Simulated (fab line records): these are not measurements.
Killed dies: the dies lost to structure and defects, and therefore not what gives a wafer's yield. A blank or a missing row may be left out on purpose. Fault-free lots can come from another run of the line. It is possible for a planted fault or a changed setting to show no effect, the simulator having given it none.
Lot-split experiment	flow n5-finfet	39 wafers read across 7 lots, on a route 1938 steps long

## THE SPLIT
At N5_DUMMY_GATE_ETCH_37 (etches SOC in N2/H2, target depth 60 nm, overetch 30 nm), the setting source-w was moved away from the recipe's 840 W on 15 of the 39 wafers read, by -11.8% to +18.9%. The other wafers ran this setting at the recipe's value.

The reading comes from the split's own step.

## THE READING
rf-vpp-V, in V, at N5_DUMMY_GATE_ETCH_37 (etches SOC in N2/H2, target depth 60 nm, overetch 30 nm). On this fab line, fault-free wafers typically give 524.1 V with a standard deviation of 2.9 V.

wafer	tool, chamber at the split	source-w as run, W	against the recipe	rf-vpp-V, V	against lot-mates on the recipe
L078.4	rie-diel-06, 0	840	recipe	527.4	-
L078.5	rie-diel-06, 1	840	recipe	519.9	-
L078.6	rie-diel-06, 2	840	recipe	520.7	-
L081.1	rie-diel-04, 2	840	recipe	525.4	-
L081.2	rie-diel-04, 1	840	recipe	526.3	-
L081.3	rie-diel-04, 0	740.8	-11.8%	548.9	+22.9
L081.4	rie-diel-04, 3	740.8	-11.8%	547.8	+21.8
L081.5	rie-diel-04, 0	840	recipe	526.2	-
L081.6	rie-diel-04, 3	740.8	-11.8%	548.8	+22.8
L086.1	rie-diel-06, 0	840	recipe	527.2	-
L086.2	rie-diel-06, 1	882.6	+5.1%	509.8	-12.7
L086.3	rie-diel-06, 3	882.6	+5.1%	516.1	-6.4
L086.4	rie-diel-06, 2	840	recipe	519.2	-
L086.5	rie-diel-06, 3	882.6	+5.1%	513.8	-8.7
L086.6	rie-diel-06, 2	840	recipe	521.2	-
L088.1	rie-diel-04, 2	840	recipe	524.7	-
L088.2	rie-diel-04, 0	999.1	+18.9%	499.0	-27.0
L088.3	rie-diel-04, 3	840	recipe	527.5	-
L088.4	rie-diel-04, 1	999.1	+18.9%	495.5	-30.5
L088.5	rie-diel-04, 2	999.1	+18.9%	494.5	-31.5
L088.6	rie-diel-04, 3	840	recipe	525.8	-
L089.1	rie-diel-01, 2	840	recipe	525.1	-
L089.2	rie-diel-01, 0	840	recipe	522.1	-
L089.3	rie-diel-01, 1	840	recipe	523.6	-
L089.4	rie-diel-01, 3	840	recipe	522.6	-
L089.5	rie-diel-01, 0	840	recipe	521.4	-
L089.6	rie-diel-01, 3	840	recipe	521.8	-
L095.1	rie-diel-01, 0	973.7	+15.9%	497.1	-25.0
L095.2	rie-diel-01, 3	840	recipe	522.8	-
L095.3	rie-diel-01, 1	973.7	+15.9%	499.3	-22.8
L095.4	rie-diel-01, 2	973.7	+15.9%	501.1	-21.0
L095.5	rie-diel-01, 0	840	recipe	521.3	-
L095.6	rie-diel-01, 3	840	recipe	522.3	-
L097.1	rie-diel-01, 2	771.1	-8.2%	543.0	+19.6
L097.2	rie-diel-01, 1	840	recipe	522.4	-
L097.3	rie-diel-01, 0	840	recipe	521.0	-
L097.4	rie-diel-01, 3	771.1	-8.2%	537.8	+14.4
L097.5	rie-diel-01, 3	771.1	-8.2%	539.1	+15.7
L097.6	rie-diel-01, 2	840	recipe	526.8	-

THE FIT
A straight line over all 39 wafers: rf-vpp-V changes by -1.66 V for each +1% of source-w; r = -0.97; the points scatter about the line by 3.1 V.
The same after taking each lot's own level away (the mean of its wafers on the recipe; 39 wafers): -1.65 V for each +1%; r = -0.98; scatter 2.5 V.
Per that fit: largest source-w move, reading shift of 31 V.
The lots' own levels span 522.13 to 526.00 V, that is 1.3 times the standard deviation above.
Consequently the slope shifts little with the lot-to-lot level, the two slopes agreeing.
Check: for one of the wafers moved furthest among these (+18.9%), held out of the fit, the line's prediction against its lot-mates is -31.1 V. Against them it came out at -27 V.
Tool readings at the split's step, against how far the setting was moved: rf-vpp-V r = -0.97.

## THE OTHER SPLITS THESE WAFERS WENT THROUGH
These wafers also went through other splits before the reading. Each is held against what the fit with the lots' levels taken away leaves over:
other split on the same wafers	wafers away from the commonest value	r with rf-vpp-V (lot level and that fit taken away)
N5_FIN_CUT_ETCH_21 time-s	15	+0.16

## FILE'S OWN FIT
rf-vpp-V changes by -1.63 V for each +1% of source-w, r = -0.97.
